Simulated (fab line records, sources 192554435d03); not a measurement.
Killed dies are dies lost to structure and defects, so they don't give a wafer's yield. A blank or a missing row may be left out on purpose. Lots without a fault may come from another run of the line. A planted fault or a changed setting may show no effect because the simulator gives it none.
One fault seen from 2 desks | flow n5_finfet | each desk has only its own numbers; what lay behind them comes last

THE DEFECT DESK
What the inspections along the route counted, lot by lot: means of the sampled wafers that have a number. A lot is out of limits, marked OUT, if its mean lies more than 4 standard deviations from the usual mean; the brackets give that distance.
Columns: A = raw_defect_count at N5_BEOL_M2_INSPECT_13, usual 423
lot  | first seen here | A
L981 | day 6 17:25     | 516
L986 | day 7 20:05     | 627
L988 | day 8 11:44     | 383
L989 | day 8 19:44     | 473
L990 | day 9 12:50     | 308
L991 | day 9 17:04     | 385
L996 | day 10 11:04    | 409
L999 | day 11 03:11    | 361
L102 | day 12 02:49    | 444
L103 | day 12 07:06    | 402
This desk's finding: nothing out of limits on any of the 10 lots.

THE METROLOGY DESK
What the gauges read, lot by lot, whatever tool the lot ran on: means of the sampled wafers that have a number. A lot is out of limits, marked OUT, if its mean lies more than 4 standard deviations from the usual mean; the brackets give that distance. Of its 12 readings 7 are shown: the one that was out of limits first, and those that lie furthest out on some lot.
Columns: A = M2_OVL at N5_BEOL_M2_OVL_MEAS_12, usual 0.1 nm; B = DIBL_N at N5_BEOL_M4_RC_MEAS_101, usual 36.4 mV/V; C = DIBL_P at N5_BEOL_M4_RC_MEAS_101, usual 35.8 mV/V; D = IOFF_N at N5_BEOL_M4_RC_MEAS_101, usual 0.154 nA/um; E = IOFF_P at N5_BEOL_M4_RC_MEAS_101, usual 0.21 nA/um; F = ION_N at N5_BEOL_M4_RC_MEAS_101, usual 672 uA/um; G = VT_P at N5_BEOL_M4_RC_MEAS_101, usual -250 mV
lot  | first seen here | A             | B    | C    | D     | E    | F   | G
L981 | day 6 17:19     | 0.4           | 34.2 | 33.8 | 0.133 | 0.19 | 660 | -252
L986 | day 7 20:00     | 0.4           | 33.9 | 33.5 | 0.127 | 0.20 | 671 | -248
L988 | day 8 11:38     | 9.2 (+14) OUT | 35.1 | 32.9 | 0.136 | 0.19 | 675 | -251
L989 | day 8 19:40     | -0.0          | 36.5 | 37.3 | 0.145 | 0.22 | 669 | -247
L990 | day 9 12:45     | 0.2           | 35.8 | 35.6 | 0.133 | 0.18 | 662 | -253
L991 | day 9 16:58     | 8.0 (+12) OUT | 36.6 | 35.9 | 0.159 | 0.23 | 674 | -246
L996 | day 10 10:59    | -0.5          | 35.5 | 36.4 | 0.159 | 0.20 | 673 | -252
L999 | day 11 03:05    | 0.8           | 37.5 | 38.1 | 0.193 | 0.26 | 688 | -245
L102 | day 12 02:43    | -0.1          | 36.1 | 36.1 | 0.147 | 0.24 | 671 | -246
L103 | day 12 07:01    | 0.2           | 36.2 | 35.3 | 0.159 | 0.23 | 680 | -247
This desk's finding: out of limits on L988, L991; first on L988, day 8 11:40 (M2_OVL at N5_BEOL_M2_OVL_MEAS_12). In limits: L981, L986, L989, L990, L996, L999, L102, L103.

PUT TOGETHER
The metrology desk could have raised an alarm at day 8 11:40, on L988, L991.
The defect desk saw nothing out of limits.
The defect desk has L988, L991 on record, within its limits.
Of the lots named, all ran N5_BEOL_M2_EXPOSE_08 on euv_scanner-02.

WHAT THE SIMULATOR HAD PUT IN
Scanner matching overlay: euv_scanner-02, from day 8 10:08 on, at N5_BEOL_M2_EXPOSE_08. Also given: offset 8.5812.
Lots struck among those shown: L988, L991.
Hours from the fault's start to each desk's first reading out of limits: the metrology desk, 2.
